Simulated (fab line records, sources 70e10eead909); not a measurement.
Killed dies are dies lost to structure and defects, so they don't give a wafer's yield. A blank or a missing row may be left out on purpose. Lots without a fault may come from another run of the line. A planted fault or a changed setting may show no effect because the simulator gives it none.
fab line records | flow nand_harc
record lots=5 wafers=15 last_day=32
route steps=1302 shown A_DECK1_JOINT@518 END@1302
lots that met no fault: from a run of the same line without faults
start_h: hours from the record's first day to the start of the lot's first wafer shown | wait_h: hours since the lot's step before | " the same as in the row above | L1.1+2: a row that stands for several wafers | - no value, or no start given | * or withheld: withheld | < > ~ a bound
route shown NAME@n: a module of which the file shows steps, and the number in the route of the first | usual: mean/standard deviation of fault-free wafers | same: alike in all rows | chamber/n: place in a boat | sites: the reading at each site | _std_site: their standard deviation | _edge_site: outer sites' mean less inner sites' | radius_mm: how far each site lies from the wafer's centre | mask NAME#n: copy n | behind: the tool/chamber that last shaped the wafer | hold: why the lot was held/for how many hours/how that ended | device: the transistor (n, p or np) that didn't switch | end of line: the same wafers' tests at the end of the route | a step without rows: its recipe alone | killed: dies lost to structure and defects at the first sort, not the wafer's yield | map: a wafer's dies, x killed, . not, _ none there
set.NAME: the setting as run; set.NAME@STEP: as run at that earlier step | model.NAME: the simulator's own value behind a step, which no gauge read
lots at some steps of the route; a table a step, a row a wafer
services: from which hour (start_h, from the record's first day; less than 0 if before it) a tool's chamber was out of use, for how many hours, and why
## steps
# step NHARC_A_DECK1_JOINT_ETCHBACK_07
# recipe target_depth_a=1050 time_s=26.9 hbr_flow_sccm=150 rf_w=350 icp_w=350 bias_w=60 chemistry=HBr
# usual drypump_motor_current_A=5.8/0.33 oes_product_au=0.999/0.0076 run_length_s=48.4/0.34 throttle_valve_pct=23.265/0.0085
# columns lot.wafer tool chamber start_h wait_h drypump_motor_current_A oes_product_au rf_hours_counter_h run_length_s throttle_valve_pct
L294.4 rie_si-05 1 260.09 0.1 5.7 1.012 0.7 47.8 23.277
L294.1 " 0 " " 6.3 1.004 0.6 48.0 23.255
L294.5 " 1 " " 5.7 1.022 - 48.3 23.258
L299.1 rie_si-01 0 316.71 0.1 5.6 0.995 0.8 48.2 23.257
L299.6 " 0 " " 5.6 1.001 - 48.0 23.280
L299.5 " 1 " " 5.6 0.992 - 47.9 23.261
L304.2 rie_si-01 3 357.72 0.1 6.2 0.990 0.8 48.1 23.263
L304.4 " 0 " " 5.6 0.986 1.2 48.1 23.249
L304.1 " 2 " " 5.4 0.997 1.0 48.4 23.261
L308.4 rie_si-03 1 387.93 0.1 5.4 0.997 1.1 48.2 23.286
L308.3 " 3 " " 5.9 0.992 0.8 49.5 23.261
L308.6 " 1 " " 5.3 0.994 - 48.8 23.264
L311.3 rie_si-03 1 433.70 0.1 5.4 1.012 0.1 48.3 23.260
L311.6 " 0 " " 6.1 1.009 - 48.8 23.256
L311.5 " 1 " " 5.4 0.996 - 48.2 23.259
# step NHARC_A_DECK1_JOINT_ETCH_25
# recipe target_depth_a=5 chemistry=dHF material=SiO2
# step NHARC_A_DECK1_JOINT_ETCH_19
# recipe temp_c=25 target_depth_a=30 chemistry=TMAH material=poly-Si
# step NHARC_A_DECK1_JOINT_ETCH_18
# recipe target_depth_a=30 chemistry=dHF material=SiO2
# step NHARC_A_DECK1_JOINT_WET_08
# recipe temp_c=160 time_s=86 chemistry=H3PO4
# step NHARC_A_DECK1_JOINT_ETCH_09
# recipe target_depth_a=50 chemistry=dHF material=SiO2
# step NHARC_A_DECK1_JOINT_WET_10
# recipe temp_c=160 time_s=86 chemistry=H3PO4
# step NHARC_A_DECK1_JOINT_ETCH_11
# recipe target_depth_a=350 chemistry=dHF material=SiO2
# step NHARC_A_DECK1_JOINT_CVD_12
# recipe target_thk_a=900 temp_c=620 pressure_mtorr=200 time_s=1800 material=poly-Si
# step NHARC_A_DECK1_JOINT_CMP_13
# recipe target_thk_nm=51.023
# usual motor_current_A=12.3/1.4 time_to_endpoint_s=9.0/2.6
# columns lot.wafer tool chamber start_h wait_h motor_current_A time_to_endpoint_s
L294.4 cmp-03 3 270.36 0.4 11.7 12.0
L294.1 " 0 " " 13.2 12.3
L294.5 " 2 " " 10.5 12.7
L299.1 cmp-02 0 327.15 0.4 11.7 10.1
L299.5 " 0 " " 12.2 8.2
L299.6 " 1 " " 12.1 8.4
L304.2 cmp-02 1 367.95 0.4 12.2 9.7
L304.1 " 2 " " 12.0 10.5
L304.4 " 0 " " 12.5 9.5
L308.4 cmp-01 3 398.29 0.4 12.4 3.7
L308.3 " 0 " " 11.9 5.5
L308.6 " 2 " " 14.5 6.2
L311.3 cmp-01 1 443.79 0.4 9.9 6.6
L311.6 " 0 " " 11.7 9.0
L311.5 " 1 " " 9.8 6.2
# step NHARC_A_DECK1_JOINT_THK_MEAS_14
# recipe thk_meas_gauge=ellipsometry
# usual thk_nm=51.2/1.4
# columns lot.wafer tool chamber start_h wait_h thk_nm
L294.1 film_metro-01 - 270.58 0.2 53.0
L294.4 " - " " 51.5
L294.5 " - " " 49.5
L299.1 film_metro-01 - 327.40 0.2 52.3
L299.5 " - " " 52.8
L299.6 " - " " 51.2
L304.1 film_metro-02 - 368.21 0.2 52.1
L304.2 " - " " 52.1
L304.4 " - " " 51.4
L308.3 film_metro-01 - 398.49 0.2 51.9
L308.4 " - " " 52.3
L308.6 " - " " 53.1
L311.3 film_metro-01 - 444.03 0.2 53.7
L311.5 " - " " 51.6
L311.6 " - " " 50.6
# step NHARC_A_DECK1_JOINT_SRD_04
# step NHARC_A_DECK1_JOINT_ETCHBACK_00
# recipe target_depth_a=300 time_s=17.4 hbr_flow_sccm=150 rf_w=350 icp_w=350 bias_w=60 chemistry=HBr
# usual drypump_motor_current_A=5.8/0.32 oes_product_au=0.998/0.007 run_length_s=38.8/0.36 throttle_valve_pct=23.265/0.0091
# columns lot.wafer tool chamber start_h wait_h drypump_motor_current_A oes_product_au rf_hours_counter_h run_length_s throttle_valve_pct
L294.1 rie_si-01 0 270.71 0.1 5.6 0.992 0.50 39.1 23.267
L294.4 " 3 " " 6.2 0.988 0.43 39.0 23.269
L294.5 " 0 " " 5.6 0.998 - 38.6 23.275
L299.1 rie_si-05 0 327.57 0.1 6.3 1.005 0.08 39.1 23.269
L299.5 " 1 " " 5.7 1.004 - 38.7 23.251
L299.6 " 2 " " 6.2 1.002 - 38.4 23.269
L304.1 rie_si-01 1 368.35 0.1 5.6 0.989 1.28 38.4 23.264
L304.4 " 2 " " 5.4 0.996 1.10 39.5 23.271
L304.2 " 3 " " 6.2 1.003 0.93 38.6 23.271
L308.3 rie_si-05 0 398.62 0.1 6.3 0.996 0.47 35.0 23.273
L308.4 " 3 " " 5.6 1.004 0.60 39.4 23.254
L308.6 " 0 " " 6.3 0.989 - 35.2 23.272
L311.3 rie_si-01 2 444.20 0.1 5.4 0.993 0.62 39.0 23.255
L311.6 " 0 " " 5.6 0.996 - 38.8 23.245
L311.5 " 1 " " 5.7 0.995 - 38.4 23.273
# step NHARC_A_DECK1_JOINT_PRECLEAN_30
# recipe time_s=* temp_c=50 bath_age_min=0 chemistry=SC1
# step NHARC_END_SORT_01
# recipe temp_c=25
# usual killed_at_array=55/17 killed_at_other=1.1/1.4 killed_at_periphery=3.9/3 killed_dies=59/17 killed_open=3.5/2 killed_short=2.6/1.6
# same gross_dies=677
# columns lot.wafer tool chamber start_h wait_h killed_at_array killed_at_other killed_at_periphery killed_dies killed_open killed_short
L304.1 prober-02 0 682.16 2.5 81 1 2 84 2 3
L304.2 prober-02 0 682.96 2.8 74 0 3 77 3 5
L304.4 prober-02 0 684.57 3.4 57 0 4 61 6 3
# killed by level:class
L304.1 A_SLIT:chamber_film_flake=37 A_CHANNEL_HOLE_D2:chamber_film_flake=17 A_CHANNEL_HOLE_D1:chamber_film_flake=11 A_CONTACT:chamber_film_flake=4 P_M1:chamber_film_flake=2 A_CHANNEL_FILL_D2:chamber_film_flake=2 A_WL_FILL:chamber_film_flake=2 A_SOURCE_PLATE:geometric_particle:open=1
L304.2 A_SLIT:chamber_film_flake=33 A_CHANNEL_HOLE_D2:chamber_film_flake=16 A_CONTACT:chamber_film_flake=9 A_CHANNEL_HOLE_D1:chamber_film_flake=5 A_CHANNEL_FILL_D1:geometric_particle:open=2 A_CHANNEL_FILL_D2:chamber_film_flake=2 A_BONDPAD:chamber_film_flake=2 P_GATE:geometric_particle:short=1
L304.4 A_SLIT:chamber_film_flake=27 A_CHANNEL_HOLE_D2:chamber_film_flake=14 A_CONTACT:chamber_film_flake=4 A_ONON_D1:geometric_particle:open=2 A_ONON_D1:geometric_particle:short=2 P_CONTACT:geometric_particle:open=1 P_M1:geometric_particle:open=1 A_SOURCE_PLATE:geometric_particle:short=1
## services
# columns tool chamber start_h hours kind
rie_si-05 2 242.06 1.5 repair
rie_si-01 3 245.10 12.7 repair
rie_si-01 2 255.20 9.9 repair
cmp-03 - 260.00 4.0 pm
cmp-03 - 280.12 0.2 repair
cmp-01 - 295.30 4.5 repair
rie_si-05 - 305.00 9.0 pm
cmp-01 - 309.64 4.0 pm
cmp-03 - 324.79 0.8 repair
rie_si-01 3 329.30 2.7 repair
cmp-02 - 330.55 4.0 pm
rie_si-05 0 335.07 5.7 repair
rie_si-01 3 336.80 17.6 repair
cmp-03 - 358.00 4.0 pm
rie_si-01 - 370.00 9.0 pm
cmp-01 - 373.45 9.2 repair
cmp-02 - 392.45 10.8 repair
rie_si-03 - 398.00 9.0 pm
rie_si-05 1 404.33 8.6 repair
cmp-01 - 407.64 4.0 pm
rie_si-03 0 409.57 2.8 repair
rie_si-01 1 426.71 4.5 repair
cmp-02 - 428.55 4.0 pm
rie_si-03 - 442.70 1.8 repair
## key
first_sign step=NHARC_A_DECK1_JOINT_ETCHBACK_00 reading=run_length_s direction=down sigmas=10 usual=* struck=*
effect none on later readings
met_at NHARC_A_DECK1_JOINT_ETCHBACK_00
struck_wafers L308.3,L308.6
tester_left_out L308
onset_between 327.57 398.62
fault kind=process_parameter_drift tool=rie_si-05 chamber=- onset_h=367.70 steps=NHARC_A_DECK1_JOINT_ETCHBACK_00 channel=time_s offset=* shape=step end_h=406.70 scope=struck_wafers_only acts_in=* stated=*
# tester_left_out: of these lots the tester's yield and bins aren't shown, on N5 and GAA mostly nor the transistor test; their killed dies are dies lost to structure and defects alone, not to doping, threshold or leakage, so they don't give the yield
